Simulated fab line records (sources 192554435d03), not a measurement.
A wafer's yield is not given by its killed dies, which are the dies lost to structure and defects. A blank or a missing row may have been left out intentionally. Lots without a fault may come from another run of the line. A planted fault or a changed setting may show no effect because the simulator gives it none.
Split-lot experiment | flow n5-finfet | 39 wafers read across 7 lots, on a route 1938 steps long

## ON THE SPLIT
At N5_FIN_SAQP_ETCH_65 (etches SiO2 in CF4, target depth 4 nm, time 4.4 s), the setting time-s was moved away from the recipe's 4.4 s on 15 of the 39 wafers read, by -14.2% to +14.6%. For the rest of the wafers, this setting stayed at what the recipe calls for.

The reading is taken at the split's own step.

## THE READING
etch.depth-nm (the simulator's own value, which no gauge read), in nm, at N5_FIN_SAQP_ETCH_65 (etches SiO2 in CF4, target depth 4 nm, time 4.4 s). No usual value for it is given in the file. Average 3.993 nm, standard deviation 0.069 nm, over the 24 wafers here run with the recipe.

wafer  | tool, chamber at the split | time-s as run, s | against the recipe | etch.depth-nm, nm | against lot-mates on the recipe
L079.1 | rie-si-04, 1               | 4.4              | recipe             | 4.03              | -
L079.2 | rie-si-04, 2               | 4.4              | recipe             | 3.968             | -
L079.3 | rie-si-04, 3               | 3.774            | -14.2%             | 3.486             | -0.517
L079.4 | rie-si-04, 0               | 4.4              | recipe             | 4.012             | -
L079.5 | rie-si-04, 3               | 3.774            | -14.2%             | 3.433             | -0.570
L079.6 | rie-si-04, 2               | 3.774            | -14.2%             | 3.4               | -0.603
L085.1 | rie-si-03, 2               | 3.979            | -9.6%              | 3.554             | -0.417
L085.5 | rie-si-03, 2               | 3.979            | -9.6%              | 3.554             | -0.417
L085.2 | rie-si-03, 3               | 4.4              | recipe             | 3.929             | -
L085.3 | rie-si-03, 1               | 3.979            | -9.6%              | 3.608             | -0.363
L085.4 | rie-si-03, 0               | 4.4              | recipe             | 4.105             | -
L085.6 | rie-si-03, 3               | 4.4              | recipe             | 3.879             | -
L086.1 | rie-si-05, 3               | 3.919            | -10.9%             | 3.567             | -0.447
L086.2 | rie-si-05, 1               | 4.4              | recipe             | 3.95              | -
L086.3 | rie-si-05, 0               | 3.919            | -10.9%             | 3.7               | -0.314
L086.4 | rie-si-05, 2               | 4.4              | recipe             | 4.043             | -
L086.5 | rie-si-05, 3               | 4.4              | recipe             | 4.049             | -
L086.6 | rie-si-05, 2               | 3.919            | -10.9%             | 3.583             | -0.431
L088.1 | rie-si-04, 3               | 5.042            | +14.6%             | 4.639             | +0.660
L088.2 | rie-si-04, 0               | 4.4              | recipe             | 3.957             | -
L088.3 | rie-si-04, 1               | 4.4              | recipe             | 4.026             | -
L088.4 | rie-si-04, 2               | 4.4              | recipe             | 3.954             | -
L088.5 | rie-si-04, 2               | 5.042            | +14.6%             | 4.491             | +0.512
L088.6 | rie-si-04, 3               | 5.042            | +14.6%             | 4.586             | +0.607
L093.1 | rie-si-03, 3               | 4.4              | recipe             | 3.925             | -
L093.5 | rie-si-03, 3               | 4.4              | recipe             | 3.95              | -
L093.6 | rie-si-03, 0               | 4.4              | recipe             | 4.12              | -
L095.1 | rie-si-04, 3               | 4.055            | -7.8%              | 3.764             | -0.249
L095.2 | rie-si-04, 0               | 4.4              | recipe             | 3.962             | -
L095.3 | rie-si-04, 2               | 4.055            | -7.8%              | 3.678             | -0.335
L095.4 | rie-si-04, 1               | 4.4              | recipe             | 4.038             | -
L095.5 | rie-si-04, 3               | 4.4              | recipe             | 4.039             | -
L095.6 | rie-si-04, 2               | 4.055            | -7.8%              | 3.677             | -0.336
L097.1 | rie-si-03, 3               | 4.4              | recipe             | 3.916             | -
L097.2 | rie-si-03, 2               | 4.4              | recipe             | 3.945             | -
L097.3 | rie-si-03, 1               | 4.4              | recipe             | 3.923             | -
L097.4 | rie-si-03, 0               | 4.4              | recipe             | 4.108             | -
L097.5 | rie-si-03, 0               | 4.4              | recipe             | 4.09              | -
L097.6 | rie-si-03, 1               | 4.4              | recipe             | 3.903             | -

THE FIT
A straight line over all 39 wafers: etch.depth-nm changes by +0.0389 nm for each +1% of time-s; r = +0.97; the points scatter about the line by 0.066 nm.
The same after taking each lot's own level away (the mean of its wafers on the recipe; 39 wafers): +0.0397 nm for each +1%; r = +0.98; scatter 0.063 nm.
The reading moves by 0.58 nm for the largest change in time-s, on that fit.
The span of the lots' own levels, 3.9710 to 4.0140 nm, comes to 0.6 times the standard deviation stated above.
The two slopes agree, so the slope changes little with the lot-to-lot level.
Check: for one of the wafers moved furthest among these (+14.6%), held out of the fit, the line's prediction against its lot-mates is +0.566 nm. Against them it came out at +0.66 nm.

## THESE WAFERS: OTHER SPLITS
Note: prior to the reading, these wafers also went through further splits. Each is held against what the fit with the lots' levels taken away leaves over:
other split on the same wafers | wafers away from the commonest value | r with etch.depth-nm (lot level and that fit taken away)
N5_WELL_APT_EPI_41 time-s      | 9                                    | -0.08

## THE FILE'S OWN FIT
etch.depth-nm changes by +0.0396 nm for each +1% of time-s, r = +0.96.
